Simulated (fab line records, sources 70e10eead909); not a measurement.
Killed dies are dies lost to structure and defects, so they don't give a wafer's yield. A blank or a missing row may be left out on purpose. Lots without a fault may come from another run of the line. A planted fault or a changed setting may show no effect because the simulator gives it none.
fab line records | flow nand_harc
record lots=12 wafers=36 last_day=34
route steps=1302 shown A_CHANNEL_FILL_D2@613 END@1302
lots that met no fault: from a run of the same line without faults
start_h: hours from the record's first day to the start of the lot's first wafer shown | wait_h: hours since the lot's step before | " the same as in the row above | L1.1+2: a row that stands for several wafers | - no value, or no start given | * or withheld: withheld | < > ~ a bound
route shown NAME@n: a module of which the file shows steps, and the number in the route of the first | usual: mean/standard deviation of fault-free wafers | same: alike in all rows | chamber/n: place in a boat | sites: the reading at each site | _std_site: their standard deviation | _edge_site: outer sites' mean less inner sites' | radius_mm: how far each site lies from the wafer's centre | mask NAME#n: copy n | behind: the tool/chamber that last shaped the wafer | hold: why the lot was held/for how many hours/how that ended | device: the transistor (n, p or np) that didn't switch | end of line: the same wafers' tests at the end of the route | a step without rows: its recipe alone | killed: dies lost to structure and defects at the first sort, not the wafer's yield | map: a wafer's dies, x killed, . not, _ none there
set.NAME: the setting as run; set.NAME@STEP: as run at that earlier step | model.NAME: the simulator's own value behind a step, which no gauge read
steps of the route over a sample of lots; a table a step, a row a wafer
services: from which hour (start_h, from the record's first day; less than 0 if before it) a tool's chamber was out of use, for how many hours, and why
## steps
# step NHARC_A_CHANNEL_FILL_D2_ALD_03
# recipe target_thk_a=60 pulse_time_s=60 ald_cycles=58 temp_c=630 pressure_torr=2 material=SiNx
# usual precursor_pulse_height_rel=0.998/0.018
# columns lot.wafer tool chamber start_h wait_h precursor_pulse_height_rel
L439.1 ald_sin_batch-03 0 - - 0.986
L439.2 " 0 " " 0.986
L439.3 " 0 " " 1.013
L440.2 ald_sin_batch-03 0 - - 1.010
L440.4 " 0 " " 1.000
L440.6 " 0 " " 1.006
L442.1 ald_sin_batch-02 0 - - 1.040
L442.3 " 0 " " 0.980
L442.6 " 0 " " 0.997
L443.2 ald_sin_batch-03 0 - - 1.002
L443.4 " 0 " " 1.009
L443.5 " 0 " " 0.993
L445.1 ald_sin_batch-02 0 - - 0.971
L445.3 " 0 " " 1.007
L445.4 " 0 " " 1.010
L444.2 ald_sin_batch-02 0 - - 0.991
L444.4 " 0 " " 1.025
L444.6 " 0 " " 1.003
L446.3 ald_sin_batch-03 0 - - 1.011
L446.5 " 0 " " 0.962
L446.6 " 0 " " 0.957
L448.1 ald_sin_batch-02 0 - - 0.971
L448.5 " 0 " " 1.000
L448.6 " 0 " " 1.013
L447.1 ald_sin_batch-01 0 - - 1.007
L447.5 " 0 " " 0.976
L447.6 " 0 " " 1.000
L450.4 ald_sin_batch-01 0 - - 1.004
L450.5 " 0 " " 1.030
L450.6 " 0 " " 0.992
L451.3 ald_sin_batch-01 0 - - 0.990
L451.5 " 0 " " 0.999
L451.6 " 0 " " 1.013
L459.2 ald_sin_batch-03 0 - - 0.980
L459.4 " 0 " " 0.990
L459.6 " 0 " " 1.011
# step NHARC_A_CHANNEL_FILL_D2_ALD_14
# recipe target_thk_a=25 pulse_time_s=10 ald_cycles=25 temp_c=300 material=SiO2
# usual heater_power_w=449/37 precursor_pulse_height_rel=1.000/0.02
# columns lot.wafer tool chamber start_h wait_h heater_power_w precursor_pulse_height_rel
L439.3 ald_hk-02 0 334.57 0.1 445 1.026
L439.2 " 1 " " 452 0.991
L439.1 " 2 " " 465 0.991
L440.4 ald_hk-02 0 360.17 0.2 427 1.009
L440.2 " 3 " " 486 1.034
L440.6 " 1 " " 461 0.999
L442.3 ald_hk-02 2 369.03 0.1 479 1.005
L442.1 " 3 " " 480 0.995
L442.6 " 1 " " 453 0.985
L443.4 ald_hk-03 3 379.24 0.1 444 1.004
L443.2 " 0 " " 487 1.035
L443.5 " 2 " " 487 0.988
L445.4 ald_hk-01 1 385.58 0.0 477 1.004
L445.3 " 3 " " 389 0.966
L445.1 " 0 " " 394 0.956
L444.2 ald_hk-02 1 391.95 0.1 446 0.981
L444.4 " 2 " " 480 1.025
L444.6 " 0 " " 432 0.999
L446.3 ald_hk-01 3 401.33 0.9 387 0.995
L446.5 " 2 " " 428 0.999
L446.6 " 3 " " 393 0.968
L448.1 ald_hk-01 0 420.99 0.0 401 1.016
L448.5 " 0 " " 398 1.024
L448.6 " 1 " " 478 1.018
L447.1 ald_hk-01 1 425.29 0.2 479 1.044
L447.5 " 2 " " 425 0.985
L447.6 " 3 " " 393 0.988
L451.3 ald_hk-01 1 450.12 0.1 480 1.025
L451.6 " 3 " " 407 0.989
L451.5 " 0 " " 399 0.998
L450.4 ald_hk-02 1 450.15 0.2 462 1.005
L450.6 " 2 " " 482 0.996
L450.5 " 3 " " 483 1.032
L459.4 ald_hk-03 2 545.46 0.1 471 0.994
L459.2 " 3 " " 454 1.013
L459.6 " 2 " " 480 1.014
# step NHARC_A_CHANNEL_FILL_D2_ANNEAL_22
# recipe temp_c=620 time_s=7200
# usual spike_tc_centre_C=620.8/0.97 spike_tc_lower_C=620.7/1 spike_tc_top_C=637.9/2.9 spike_tc_upper_C=620.5/1.1 tube_center_temp_C=620/0.056 tube_center_temp_C_max=621.60/0.27
# same time_s=7200
# columns lot.wafer tool chamber start_h wait_h spike_tc_centre_C spike_tc_lower_C spike_tc_top_C spike_tc_upper_C tube_center_temp_C tube_center_temp_C_max
L439.1 furnace-08 0 359.62 3.4 621.9 620.4 636.7 619.1 620.08 621.72
L439.2 " 0 " " 621.5 620.8 637.4 621.7 619.94 621.27
L439.3 " 0 " " 621.1 618.3 636.1 618.4 619.95 621.38
L440.2 furnace-08 0 385.13 3.4 621.4 619.2 636.7 619.8 620.07 621.34
L440.4 " 0 " " 621.2 621.5 639.9 620.3 620.07 621.45
L440.6 " 0 " " 621.0 620.3 637.5 620.6 620.04 621.84
L442.1 furnace-08 0 397.77 6.4 620.3 618.6 638.2 619.6 620.16 621.58
L442.3 " 0 " " 622.2 622.1 638.6 618.1 619.97 621.31
L442.6 " 0 " " 621.8 620.9 638.7 620.9 620 621.20
L443.2 furnace-02 0 405.43 3.5 620.7 621.0 641.1 621.8 620.12 621.88
L443.4 " 0 " " 620.8 620.8 638.7 620.4 620.04 621.32
L443.5 " 0 " " 620.5 621.8 640.5 620.9 619.91 621.92
L445.1 furnace-02 0 412.99 4.5 620.4 620.4 640.7 621.5 619.97 621.52
L445.3 " 0 " " 621.1 619.1 640.8 619.2 619.96 621.49
L445.4 " 0 " " 621.5 621.0 638.6 620.8 620.05 621.36
L444.2 furnace-08 0 418.19 3.4 619.0 620.1 636.5 621.5 620.05 621.40
L444.4 " 0 " " 621.8 621.2 638.4 620.2 620.03 621.49
L444.6 " 0 " " 622.1 622.1 638.6 621.0 619.94 621.17
L446.3 furnace-02 0 428.59 5.4 620.2 620.9 642.3 620.3 619.99 621.31
L446.5 " 0 " " 621.3 620.2 639.0 621.3 619.96 621.35
L446.6 " 0 " " 619.9 620.9 641.1 620.1 620.02 621.32
L447.1 furnace-02 0 448.14 3.8 621.5 621.9 639.4 620.8 619.92 621.62
L447.5 " 0 " " 621.5 620.5 637.7 620.3 620.03 621.69
L447.6 " 0 " " 619.5 619.7 639.2 621.0 620.06 621.85
L448.1 furnace-02 0 448.14 3.8 620.6 619.6 638.7 619.6 619.95 621.50
L448.5 " 0 " " 620.9 621.4 639.2 621.8 619.94 621.13
L448.6 " 0 " " 619.9 621.7 640.0 621.9 620.03 621.57
L450.4 furnace-02 0 475.32 3.9 606.2 607.3 624.6 604.6 606.41 607.91
L450.5 " 0 " " 607.1 605.7 628.6 606.6 606.65 607.98
L450.6 " 0 " " 607.5 609.3 627.9 606.7 606.56 608.19
L451.3 furnace-02 0 475.32 3.9 605.7 607.0 626.6 606.7 606.64 608.19
L451.5 " 0 " " 608.0 605.5 627.3 607.4 606.61 608.75
L451.6 " 0 " " 608.1 607.2 626.4 608.0 606.51 608.18
L459.2 furnace-03 0 569.94 2.9 621.6 621.9 632.3 621.4 619.98 621.37
L459.4 " 0 " " 621.8 620.9 631.1 618.5 620.02 622.02
L459.6 " 0 " " 620.9 620.8 631.2 619.7 619.93 621.45
# step NHARC_A_CHANNEL_FILL_D2_STRIP_29
# recipe time_s=20 o2_flow_sccm=500 ar_flow_sccm=0 bias_w=0 chemistry=O2
# usual drypump_motor_current_A=5.5/0.31 oes_product_au=1.004/0.014 rf_vpp_V=58.1/0.91 showerhead_plenum_p_Torr=3.61/0.15 throttle_valve_pct=17.037/0.0091
# same time_s=20
# columns lot.wafer tool chamber start_h wait_h drypump_motor_current_A oes_product_au rf_hours_counter_h rf_vpp_V showerhead_plenum_p_Torr throttle_valve_pct
L439.1 rie_diel-12 3 - - 5.7 0.994 4 59.0 3.57 17.042
L439.2 " 1 " " 5.7 1.039 2 58.8 3.71 17.052
L439.3 " 2 " " 5.9 1.008 4 58.6 3.59 17.050
L440.2 rie_diel-12 1 - - 5.7 1.049 3 57.3 3.71 17.032
L440.4 " 3 " " 5.7 0.998 5 58.9 3.57 17.043
L440.6 " 1 " " 5.7 1.048 - 57.6 3.70 17.023
L442.1 rie_diel-07 1 - - 5.1 0.987 3 57.1 3.61 17.031
L442.3 " 3 " " 5.5 1.005 4 59.5 3.78 17.047
L442.6 " 1 " " 5.1 0.998 - 58.4 3.61 17.032
L443.4 rie_diel-07 1 - - 5.1 1.018 3 57.9 3.61 17.024
L443.2 " 3 " " 5.5 1.017 4 60.0 3.78 17.025
L443.5 " 1 " " 5.2 1.001 - 57.9 3.61 17.046
L445.1 rie_diel-12 0 - - 5.0 1.001 5 57.5 3.36 17.051
L445.4 " 1 " " 5.7 1.029 4 58.6 3.70 17.045
L445.3 " 2 " " 5.9 0.989 6 58.7 3.59 17.030
L444.4 rie_diel-07 0 - - 5.3 1.014 4 57.8 3.67 17.032
L444.2 " 1 " " 5.2 1.000 3 58.8 3.61 17.034
L444.6 " 3 " " 5.5 1.005 - 58.5 3.78 17.045
L446.3 rie_diel-12 3 - - 5.7 1.000 6 57.9 3.57 17.033
L446.5 " 0 " " 5.0 0.996 - 56.8 3.36 17.029
L446.6 " 1 " " 5.7 1.030 - 58.9 3.70 17.045
L447.1 rie_diel-07 3 - - 5.5 1.023 5 60.4 3.78 17.055
L447.6 " 3 " " 5.5 1.029 - 58.8 3.78 17.019
L447.5 " 0 " " 5.3 1.024 - 57.7 3.67 17.022
L448.1 rie_diel-12 2 - - 5.9 1.017 0 58.5 3.59 17.030
L448.5 " 2 " " 5.9 1.000 - 57.4 3.59 17.038
L448.6 " 3 " " 5.7 1.002 - 59.3 3.57 17.036
L451.3 rie_diel-12 3 - - 5.7 0.997 1 57.3 3.57 17.040
L451.5 " 2 " " 5.9 1.015 - 57.3 3.59 17.042
L451.6 " 3 " " 5.7 0.989 - 58.6 3.57 17.041
L450.4 rie_diel-07 2 - - 5.3 0.983 0 59.1 3.75 17.031
L450.6 " 2 " " 5.3 0.984 - 59.4 3.75 17.041
L450.5 " 3 " " 5.4 1.008 - 58.5 3.78 17.023
L459.2 rie_diel-05 1 - - 6.2 1.003 30 58.5 3.79 17.031
L459.4 " 0 " " 6.0 0.990 30 58.2 3.79 17.037
L459.6 " 2 " " 5.1 1.005 - 56.9 3.30 17.023
# step NHARC_END_SORT_01
# recipe temp_c=25
# usual killed_at_array=54/17 killed_at_other=0.7/1 killed_at_periphery=3.7/2.9 killed_dies=58/16 killed_open=3.2/1.9 killed_short=2.2/1.5
# same gross_dies=677
# columns lot.wafer tool chamber start_h wait_h killed_at_array killed_at_other killed_at_periphery killed_dies killed_open killed_short
L450.4 prober-01 0 708.59 3.3 33 0 7 40 5 3
L450.5 prober-01 0 709.38 3.6 48 0 6 54 4 6
L450.6 prober-01 0 710.16 3.9 44 0 5 49 8 2
# killed by level:class
L450.4 A_CHANNEL_HOLE_D2:chamber_film_flake=12 A_CONTACT:chamber_film_flake=6 P_GATE:chamber_film_flake=3 A_WL_FILL:geometric_particle:short=2 P_ZERO_WELL:chamber_film_flake=2 A_SLIT:chamber_film_flake=2 A_BONDPAD:chamber_film_flake=2 P_STI:geometric_particle:open=1
L450.5 A_CHANNEL_HOLE_D2:chamber_film_flake=20 A_CONTACT:chamber_film_flake=8 A_CHANNEL_HOLE_D1:chamber_film_flake=7 P_BONDPAD:chamber_film_flake=3 A_SLIT:chamber_film_flake=3 A_WL_FILL:geometric_particle:short=2 A_WL_FILL:geometric_particle:open=2 P_CONTACT:geometric_particle:short=1
L450.6 A_CHANNEL_HOLE_D2:chamber_film_flake=12 A_SLIT:chamber_film_flake=6 A_CHANNEL_HOLE_D1:chamber_film_flake=5 A_CONTACT:chamber_film_flake=5 A_STAIRCASE:chamber_film_flake=4 A_CONTACT:geometric_particle:open=2 A_BLC:geometric_particle:open=2 P_BONDPAD:chamber_film_flake=2
## services
# columns tool chamber start_h hours kind
rie_diel-05 3 327.57 7.9 repair
ald_hk-02 - 350.17 10.0 pm
rie_diel-05 0 370.86 9.5 repair
rie_diel-07 - 374.61 1.8 repair
rie_diel-05 1 387.82 4.3 repair
rie_diel-05 - 407.45 9.0 pm
ald_hk-03 - 427.00 0.8 repair
furnace-03 - 437.63 17.7 repair
ald_sin_batch-02 - 438.58 2.6 repair
rie_diel-12 - 445.40 9.0 pm
rie_diel-07 0 464.01 7.4 repair
rie_diel-07 - 471.20 9.0 pm
furnace-08 - 479.97 26.0 pm
ald_sin_batch-01 - 506.00 26.0 pm
rie_diel-12 - 520.04 0.2 repair
rie_diel-05 3 527.51 9.3 repair
rie_diel-05 2 531.77 4.5 repair
furnace-03 - 533.43 15.3 repair
rie_diel-05 2 551.06 3.3 repair
rie_diel-05 0 551.64 4.9 repair
rie_diel-07 0 565.49 7.8 repair
furnace-02 - 569.73 26.0 pm
ald_hk-03 - 570.98 0.6 repair
rie_diel-12 2 580.06 41.3 repair
## key
first_sign step=NHARC_A_CHANNEL_FILL_D2_ANNEAL_22 reading=tube_center_temp_C direction=down sigmas=99+ usual=* struck=*
effect step=NHARC_A_CHANNEL_FILL_D2_ANNEAL_22 reading=tube_center_temp_C_max direction=down sigmas=49 usual=* struck=*
met_at NHARC_A_CHANNEL_FILL_D2_ANNEAL_22
struck_lots L450,L451
tester_left_out L450,L451
not_acting_at NHARC_A_CHANNEL_FILL_D2_ALD_03,NHARC_A_CHANNEL_FILL_D2_ALD_14,NHARC_A_CHANNEL_FILL_D2_STRIP_29
onset_between 448.14 475.32
fault kind=process_parameter_drift tool=furnace-02 chamber=- onset_h=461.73 steps=NHARC_A_CHANNEL_FILL_D2_ANNEAL_22 channel=temp_c offset=* shape=step end_h=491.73 acts_in=* stated=*
# tester_left_out: of these lots the tester's yield and bins aren't shown, on N5 and GAA mostly nor the transistor test; their killed dies are dies lost to structure and defects alone, not to doping, threshold or leakage, so they don't give the yield
